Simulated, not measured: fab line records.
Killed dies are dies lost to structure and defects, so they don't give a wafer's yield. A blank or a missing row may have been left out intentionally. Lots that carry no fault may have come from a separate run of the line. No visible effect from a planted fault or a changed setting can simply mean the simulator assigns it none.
fab line records	flow nand_harc
record: lots: 13	wafers: 39	last_day: 34
route steps=1302 shown A_SGD_CUT@902 A_SLIT@928 END@1302
lots that met no fault: from a run of the same line without faults
start_h: start of the lot's first displayed wafer, in hours after the record's first day	wait_h: hours since the lot's step before	" the same as in the row above	L1.1+2: a row that stands for several wafers	- value missing, or start not given	* or withheld: withheld	< > ~ a bound
route shown NAME@n: names a module that has steps shown in the file, with the first one's number in the route	usual: the fault-free wafers' mean and standard deviation	same: alike in all rows	chamber/n: place in a boat	sites: each site's reading	_std_site: how widely they spread, as a standard deviation	_edge_site: outer sites' mean less inner sites'	radius_mm: for every site, how far away it sits from the centre of the wafer	mask NAME#n: copy n	behind: the last tool/chamber to shape the wafer	hold: cause of the lot's hold/its duration in hours/its outcome	device: the transistor (n, p or np) that didn't switch	end of line: at the end of the route, the tests of the same wafers	step lacking rows: just its recipe	killed: the dies lost at the first sort to structure and to defects; this is not the yield of the wafer	map: per-die view of a wafer (x killed, . not killed, _ where there is no die)
set.NAME: setting as actually run; set.NAME@STEP: the setting as run at that earlier step	model.NAME: the simulator's own value behind a step, which no gauge read
steps of the route over a sample of lots; a table a step, a row a wafer
services: from which hour (start_h, from the record's first day; less than 0 if before it) a tool's chamber was out of use, for how many hours, and why
== steps ==
step: NHARC_A_SGD_CUT_OVL_MEAS_10
usual: overlay_x_nm: -0.2/0.94	overlay_y_nm: 0.3/0.99
lot.wafer	tool	chamber	start_h	wait_h	overlay_x_nm	overlay_y_nm
L755.1	overlay-01	-	428.74	-	1.0	-1.1
L755.5	"	-	"	"	0.6	-1.0
L755.6	"	-	"	"	0.8	-0.7
L757.2	overlay-02	-	460.56	-	-2.4	1.7
L757.4	"	-	"	"	-2.6	1.5
L757.5	"	-	"	"	-2.4	1.2
L758.1	overlay-02	-	477.24	-	0.3	0.0
L758.3	"	-	"	"	0.1	-0.4
L758.6	"	-	"	"	-0.9	0.4
L762.1	overlay-02	-	520.93	-	0.1	0.8
L762.2	"	-	"	"	0.5	0.7
L762.6	"	-	"	"	0.0	0.7
L763.1	overlay-01	-	521.10	-	-1.0	1.6
L763.2	"	-	"	"	-0.8	1.9
L763.6	"	-	"	"	-0.1	1.8
L765.2	overlay-01	-	546.80	-	1.6	2.1
L765.3	"	-	"	"	1.4	1.7
L765.5	"	-	"	"	2.2	1.8
L767.3	overlay-02	-	557.88	-	-2.2	0.2
L767.4	"	-	"	"	-2.8	-0.1
L767.5	"	-	"	"	-2.0	0.4
L768.1	overlay-02	-	577.13	-	-0.2	-0.4
L768.2	"	-	"	"	-0.5	-0.1
L768.5	"	-	"	"	0.1	-0.3
L770.2	overlay-01	-	577.29	-	0.8	-0.1
L770.4	"	-	"	"	0.7	0.9
L770.6	"	-	"	"	1.0	0.7
L773.1	overlay-02	-	624.55	-	-0.6	1.5
L773.3	"	-	"	"	0.3	0.7
L773.6	"	-	"	"	0.4	0.7
L775.1	overlay-01	-	632.47	-	0.5	1.0
L775.4	"	-	"	"	0.6	1.4
L775.5	"	-	"	"	0.2	1.4
L776.1	overlay-01	-	643.92	-	-1.2	1.1
L776.3	"	-	"	"	-0.9	1.1
L776.6	"	-	"	"	-0.7	0.7
L778.1	overlay-02	-	673.06	-	-0.7	-0.7
L778.3	"	-	"	"	-0.2	-0.3
L778.5	"	-	"	"	-0.8	0.1
step: NHARC_A_SGD_CUT_STRIP_17
recipe: o2_flow_sccm: 500	ar_flow_sccm: 0	bias_w: 0	chemistry: O2
usual: drypump_motor_current_A: 5.5/0.33	oes_product_au: 1.003/0.014	rf_vpp_V: 57.7/0.89	showerhead_plenum_p_Torr: 3.47/0.13	throttle_valve_pct: 17.037/0.0097
lot.wafer	tool	chamber	start_h	wait_h	drypump_motor_current_A	oes_product_au	rf_hours_counter_h	rf_vpp_V	showerhead_plenum_p_Torr	throttle_valve_pct
L755.1	rie_diel-10	1	-	-	5.6	1.000	0	56.5	3.30	17.029
L755.6	"	0	"	"	6.0	1.017	-	57.9	3.48	17.038
L755.5	"	1	"	"	5.6	0.992	-	57.8	3.30	17.031
L757.2	rie_diel-05	0	-	-	5.5	0.986	4	58.7	3.66	17.036
L757.4	"	1	"	"	5.6	1.032	4	57.5	3.37	17.034
L757.5	"	0	"	"	5.5	0.997	-	59.2	3.66	17.048
L758.3	rie_diel-05	1	-	-	5.6	1.029	6	56.7	3.36	17.036
L758.1	"	2	"	"	6.2	1.027	6	56.8	3.37	17.038
L758.6	"	0	"	"	5.5	0.994	-	56.2	3.66	17.029
L762.2	rie_diel-05	3	-	-	5.6	1.001	10	58.7	3.58	17.032
L762.1	"	0	"	"	5.5	0.986	10	57.6	3.65	17.035
L762.6	"	0	"	"	5.5	0.991	-	58.0	3.65	17.043
L763.2	rie_diel-05	3	-	-	5.6	1.001	10	59.1	3.58	17.055
L763.1	"	0	"	"	5.5	0.996	10	58.6	3.65	17.036
L763.6	"	0	"	"	5.5	0.986	-	58.9	3.65	17.039
L765.2	rie_diel-10	0	-	-	5.9	1.017	9	57.8	3.48	17.057
L765.3	"	1	"	"	5.6	1.011	7	57.2	3.30	17.039
L765.5	"	3	"	"	5.3	1.007	-	58.2	3.38	17.036
L767.3	rie_diel-10	0	-	-	5.9	1.009	9	57.1	3.48	17.016
L767.4	"	1	"	"	5.6	0.999	7	56.7	3.30	17.032
L767.5	"	0	"	"	5.9	1.014	-	58.3	3.48	17.043
L768.1	rie_diel-13	2	-	-	5.1	0.994	2	58.5	3.73	17.026
L768.2	"	3	"	"	5.8	0.975	2	57.4	3.57	17.045
L768.5	"	0	"	"	5.1	0.998	-	57.2	3.31	17.017
L770.4	rie_diel-10	2	-	-	5.4	0.989	8	56.4	3.48	17.056
L770.2	"	0	"	"	5.9	1.010	11	57.1	3.48	17.023
L770.6	"	3	"	"	5.2	1.004	-	56.3	3.38	17.034
L773.3	rie_diel-05	1	-	-	5.5	1.027	3	56.6	3.36	17.059
L773.1	"	2	"	"	6.2	1.011	3	56.8	3.36	17.027
L773.6	"	2	"	"	6.2	1.010	-	57.7	3.37	17.028
L775.4	rie_diel-10	0	-	-	5.9	1.007	1	57.4	3.48	17.044
L775.1	"	2	"	"	5.4	1.014	2	56.5	3.47	17.037
L775.5	"	0	"	"	5.9	1.021	-	58.1	3.48	17.033
L776.3	rie_diel-10	2	-	-	5.4	1.014	3	56.6	3.47	17.043
L776.1	"	3	"	"	5.3	0.990	3	57.4	3.38	17.038
L776.6	"	0	"	"	5.9	1.001	-	57.5	3.48	17.046
L778.1	rie_diel-10	3	-	-	5.2	0.991	5	56.4	3.38	17.044
L778.3	"	0	"	"	5.9	1.012	5	56.1	3.47	17.039
L778.5	"	2	"	"	5.4	1.019	-	57.7	3.47	17.024
step: NHARC_A_SLIT_SOFTBAKE_04
recipe: temp_c: 105	time_s: 55
usual: heater_power_total_W: 188.45/0.14
lot.wafer	tool	chamber	start_h	wait_h	heater_power_total_W
L755.1	litho_track-04	0	443	-	188.68
L755.5	"	0	"	"	188.55
L755.6	"	0	"	"	188.45
L757.2	litho_track-06	0	471	-	188.45
L757.4	"	0	"	"	188.72
L757.5	"	0	"	"	188.28
L758.1	litho_track-04	0	488	-	188.27
L758.3	"	0	"	"	188.40
L758.6	"	0	"	"	188.28
L762.1	litho_track-04	0	533	-	188.42
L762.2	"	0	"	"	188.31
L762.6	"	0	"	"	188.51
L763.1	litho_track-04	0	533	-	188.58
L763.2	"	0	"	"	188.38
L763.6	"	0	"	"	188.32
L765.2	litho_track-01	0	558	-	188.36
L765.3	"	0	"	"	188.27
L765.5	"	0	"	"	188.36
L767.3	litho_track-01	0	568	-	188.26
L767.4	"	0	"	"	188.40
L767.5	"	0	"	"	188.38
L768.1	litho_track-01	0	588	-	193.31
L768.2	"	0	"	"	193.08
L768.5	"	0	"	"	193.13
L770.2	litho_track-01	0	591	-	193.45
L770.4	"	0	"	"	193.31
L770.6	"	0	"	"	193.38
L773.1	litho_track-01	0	635	-	193.06
L773.3	"	0	"	"	193.13
L773.6	"	0	"	"	193.22
L775.1	litho_track-06	0	646	-	188.31
L775.4	"	0	"	"	188.40
L775.5	"	0	"	"	188.38
L776.1	litho_track-04	0	655	-	188.37
L776.3	"	0	"	"	188.51
L776.6	"	0	"	"	188.46
L778.1	litho_track-06	0	683	-	188.46
L778.3	"	0	"	"	188.39
L778.5	"	0	"	"	188.41
step: NHARC_A_SLIT_ETCH_17
recipe: bias_v: 900	source_w: withheld	pressure_mtorr: 20	ar_flow_sccm: 375	c4f8_flow_sccm: 83.3	o2_flow_sccm: 41.7	time_s: 4254.5	target_depth_a: 2.03e+05	chemistry: C4F8/O2/Ar
usual: drypump_motor_current_A: 5.8/0.47	showerhead_plenum_p_Torr: 3.74/0.13	throttle_valve_pct: 32.047/0.0082
lot.wafer	tool	chamber	start_h	wait_h	drypump_motor_current_A	rf_hours_counter_h	showerhead_plenum_p_Torr	throttle_valve_pct
L755.1	har_etch-01	0	445.60	-	5.2	238	3.64	32.049
L755.6	"	0	448.05	-	5.2	-	3.64	32.048
L755.5	"	1	"	"	5.6	-	3.66	32.048
L757.2	har_etch-01	0	473.54	-	5.2	257	3.63	32.047
L757.4	"	0	474.75	-	5.2	-	3.63	32.061
L757.5	"	1	476.56	-	5.7	-	3.65	32.040
L758.1	har_etch-01	0	490.44	-	5.2	264	3.62	32.036
L758.3	"	1	492.28	-	5.7	-	3.64	32.057
L758.6	"	1	493.50	-	5.7	-	3.64	32.053
L762.1	har_etch-01	1	535.47	-	5.7	291	3.63	32.050
L762.2	"	0	"	"	5.2	291	3.61	32.054
L762.6	"	0	538.52	-	5.2	-	3.61	32.033
L763.2	har_etch-02	0	538.97	-	6.5	85	3.89	32.051
L763.1	"	1	"	"	5.7	85	3.89	32.033
L763.6	"	1	542.00	-	5.7	-	3.89	32.038
L765.2	har_etch-01	1	560.56	-	5.6	302	3.62	32.045
L765.3	"	0	562.38	-	5.2	-	3.60	32.043
L765.5	"	1	"	"	5.7	-	3.62	32.054
L767.4	har_etch-02	1	571.97	-	5.7	-	3.88	32.044
L767.3	"	0	"	"	6.5	-	3.88	32.051
L767.5	"	1	"	"	5.7	-	3.88	32.043
L768.1	har_etch-02	0	591.37	-	6.5	115	3.88	32.032
L768.2	"	1	"	"	5.7	115	3.87	32.039
L768.5	"	0	593.80	-	6.5	-	3.87	32.041
L770.2	har_etch-01	1	593.49	-	5.7	325	3.61	32.058
L770.4	"	0	"	"	5.2	-	3.59	32.042
L770.6	"	0	595.33	-	5.2	-	3.59	32.044
L773.1	har_etch-01	1	637.44	-	5.6	348	3.60	32.053
L773.3	"	1	639.89	-	5.6	-	3.60	32.042
L773.6	"	1	643.56	-	5.7	-	3.60	32.054
L775.1	har_etch-02	0	647.93	-	6.5	150	3.85	32.056
L775.4	"	0	649.15	-	6.5	-	3.86	32.038
L775.5	"	1	650.98	-	5.8	-	3.85	32.039
L776.1	har_etch-01	1	657.14	-	5.6	363	3.59	32.040
L776.3	"	0	658.96	-	5.2	-	3.58	32.054
L776.6	"	1	"	"	5.7	-	3.59	32.050
L778.1	har_etch-01	0	687.18	-	5.2	367	3.57	32.058
L778.3	"	0	688.39	-	5.2	-	3.57	32.050
L778.5	"	0	689.60	-	5.2	-	3.57	32.037
step: NHARC_END_SORT_01
recipe: temp_c: 25
usual: killed_at_array: 57/21	killed_at_other: 0.9/1.2	killed_at_periphery: 4.2/2.9	killed_dies: 62/21	killed_open: 3.2/1.8	killed_short: 2.4/1.5
same: gross_dies: 677
lot.wafer	tool	chamber	start_h	wait_h	killed_at_array	killed_at_other	killed_at_periphery	killed_dies	killed_open	killed_short
L755.1	prober-02	0	555.49	2.5	84	1	4	89	6	2
L755.5	prober-02	0	558.69	3.7	62	1	2	65	4	1
L755.6	prober-02	0	559.49	4.0	76	2	3	81	5	3
L763.1	prober-02	0	647.36	2.5	32	2	8	42	5	2
L763.2	prober-02	0	648.15	2.8	40	1	6	47	1	3
L763.6	prober-02	0	651.29	3.9	41	0	5	46	3	1
L765.2	prober-01	0	675.25	2.8	70	0	0	70	2	3
L765.3	prober-01	0	676.05	3.1	90	0	1	91	1	4
L765.5	prober-01	0	677.65	3.7	69	0	0	69	3	2
L770.2	prober-01	0	706.24	2.8	70	0	9	79	1	0
L770.4	prober-01	0	707.84	3.4	74	1	10	85	5	2
L770.6	prober-01	0	709.44	4.0	69	0	4	73	2	4
killed by level:class
L755.1 A_CHANNEL_HOLE_D1:chamber_film_flake=40 A_SLIT:chamber_film_flake=19 A_CHANNEL_HOLE_D2:chamber_film_flake=7 A_CONTACT:chamber_film_flake=4 A_STAIRCASE:chamber_film_flake=3 P_ZERO_WELL:chamber_film_flake=2 A_SGD_CUT:chamber_film_flake=2 P_CONTACT:geometric_particle:open=1
L755.5 A_CHANNEL_HOLE_D1:chamber_film_flake=31 A_SLIT:chamber_film_flake=13 A_SGD_CUT:chamber_film_flake=4 A_STAIRCASE:chamber_film_flake=3 A_CHANNEL_HOLE_D2:chamber_film_flake=2 A_CONTACT:chamber_film_flake=2 P_CONTACT:geometric_particle:open=1 A_CHANNEL_HOLE_D1:geometric_particle:open=1
L755.6 A_CHANNEL_HOLE_D1:chamber_film_flake=34 A_SLIT:chamber_film_flake=18 A_SGD_CUT:chamber_film_flake=6 A_CHANNEL_HOLE_D2:chamber_film_flake=4 A_M1:geometric_particle:open=3 A_STAIRCASE:chamber_film_flake=3 A_CONTACT:chamber_film_flake=3 THIN_TSV:chamber_film_flake=2
L763.1 A_CHANNEL_HOLE_D2:chamber_film_flake=7 A_CONTACT:chamber_film_flake=6 A_CHANNEL_HOLE_D1:chamber_film_flake=4 A_STAIRCASE:chamber_film_flake=4 A_SLIT:chamber_film_flake=4 P_CONTACT:chamber_film_flake=3 P_STI:chamber_film_flake=2 THIN_TSV:chamber_film_flake=2
L763.2 A_CHANNEL_HOLE_D2:chamber_film_flake=14 A_CONTACT:chamber_film_flake=5 A_STAIRCASE:chamber_film_flake=4 A_SLIT:chamber_film_flake=4 P_CONTACT:chamber_film_flake=3 A_DECK1_JOINT:chamber_film_flake=3 A_BLC:chamber_film_flake=3 A_ONON_D1:geometric_particle:short=2
L763.6 A_CHANNEL_HOLE_D2:chamber_film_flake=11 A_SLIT:chamber_film_flake=7 A_CONTACT:chamber_film_flake=6 A_STAIRCASE:chamber_film_flake=4 A_CHANNEL_FILL_D1:chamber_film_flake=3 A_WL_FILL:geometric_particle:open=2 P_ZERO_WELL:chamber_film_flake=2 A_CHANNEL_HOLE_D1:chamber_film_flake=2
L765.2 A_CHANNEL_HOLE_D1:chamber_film_flake=30 A_SLIT:chamber_film_flake=24 A_STAIRCASE:chamber_film_flake=5 A_CONTACT:chamber_film_flake=5 A_ONON_D1:geometric_particle:open=1 A_ONON_D1:geometric_particle:short=1 A_ONON_D2:geometric_particle:short=1 A_M0:geometric_particle:open=1
L765.3 A_CHANNEL_HOLE_D1:chamber_film_flake=33 A_SLIT:chamber_film_flake=33 A_STAIRCASE:chamber_film_flake=6 A_CONTACT:chamber_film_flake=5 A_CHANNEL_FILL_D2:chamber_film_flake=3 A_DECK1_JOINT:chamber_film_flake=2 A_WL_FILL:chamber_film_flake=2 A_ONON_D1:geometric_particle:short=1
L765.5 A_CHANNEL_HOLE_D1:chamber_film_flake=37 A_SLIT:chamber_film_flake=21 A_STAIRCASE:chamber_film_flake=2 A_CHANNEL_HOLE_D1:geometric_particle:short=1 A_CHANNEL_FILL_D1:geometric_particle:open=1 A_WL_FILL:geometric_particle:open=1 A_BLC:geometric_particle:short=1 A_M1:geometric_particle:open=1
L770.2 A_CHANNEL_HOLE_D1:chamber_film_flake=33 A_SLIT:chamber_film_flake=28 P_CONTACT:chamber_film_flake=7 A_CONTACT:chamber_film_flake=5 A_DECK1_JOINT:geometric_particle:open=1 P_STI:chamber_film_flake=1 P_GATE:chamber_film_flake=1 A_CHANNEL_FILL_D1:chamber_film_flake=1
L770.4 A_SLIT:chamber_film_flake=36 A_CHANNEL_HOLE_D1:chamber_film_flake=25 P_CONTACT:chamber_film_flake=7 A_CONTACT:chamber_film_flake=5 A_CHANNEL_FILL_D1:chamber_film_flake=2 P_M0:geometric_particle:open=1 P_M0:geometric_particle:short=1 P_M1:geometric_particle:open=1
L770.6 A_CHANNEL_HOLE_D1:chamber_film_flake=29 A_SLIT:chamber_film_flake=28 A_CONTACT:chamber_film_flake=6 A_SGD_CUT:geometric_particle:short=2 P_M2:geometric_particle:short=1 A_ONON_D1:geometric_particle:short=1 A_WL_FILL:geometric_particle:open=1 A_M1:geometric_particle:open=1
== services ==
tool	chamber	start_h	hours	kind
rie_diel-05	-	406.67	9.0	pm
rie_diel-10	-	419.50	9.0	pm
rie_diel-10	0	419.50	9.0	vent_cycle
rie_diel-10	2	433.13	7.3	repair
rie_diel-10	2	455.14	9.8	repair
rie_diel-10	-	468.31	0.4	repair
rie_diel-13	1	473.79	4.8	repair
rie_diel-13	3	480.66	2.6	repair
rie_diel-10	1	481.70	7.3	repair
litho_track-01	-	505.00	7.0	pm
rie_diel-13	-	519.00	9.0	pm
litho_track-06	-	529.00	7.0	pm
litho_track-04	-	553.00	7.0	pm
rie_diel-13	2	556.86	5.6	repair
rie_diel-05	0	582.41	9.3	repair
rie_diel-05	-	583.67	9.0	pm
rie_diel-10	-	596.56	9.0	pm
har_etch-01	0	636.99	-	consumable_replace:esc
har_etch-01	0	636.99	17.0	scheduled_down
har_etch-01	0	636.99	17.0	vent_cycle
rie_diel-13	2	640.68	29.4	repair
rie_diel-05	-	664.53	0.2	repair
rie_diel-10	-	669.69	1.9	repair
litho_track-01	-	680.00	7.0	pm
== key ==
first_sign: step: NHARC_A_SLIT_SOFTBAKE_04	reading: heater_power_total_W	direction: up	sigmas: 35	usual: *	struck: *
effect none on later readings
met_at NHARC_A_SLIT_SOFTBAKE_04
struck_lots L768,L770,L773
rows_end L768.1,L768.2,L768.5
tester_left_out L770,L773
not_acting_at NHARC_A_SGD_CUT_OVL_MEAS_10,NHARC_A_SGD_CUT_STRIP_17,NHARC_A_SLIT_ETCH_17
onset_between 568 588
fault: kind: process_parameter_drift	tool: litho_track-01	chamber: -	onset_h: 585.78	steps: NHARC_A_SLIT_SOFTBAKE_04	channel: time_s	offset: *	shape: step	acts_in: *	stated: *
tester_left_out: of these lots the tester's yield and bins aren't shown, on N5 and GAA mostly nor the transistor test; their killed dies are dies lost to structure and defects alone, not to doping, threshold or leakage, so they don't give the yield
rows_end: these wafers met a further fault down the route, and their rows from its step on are left out
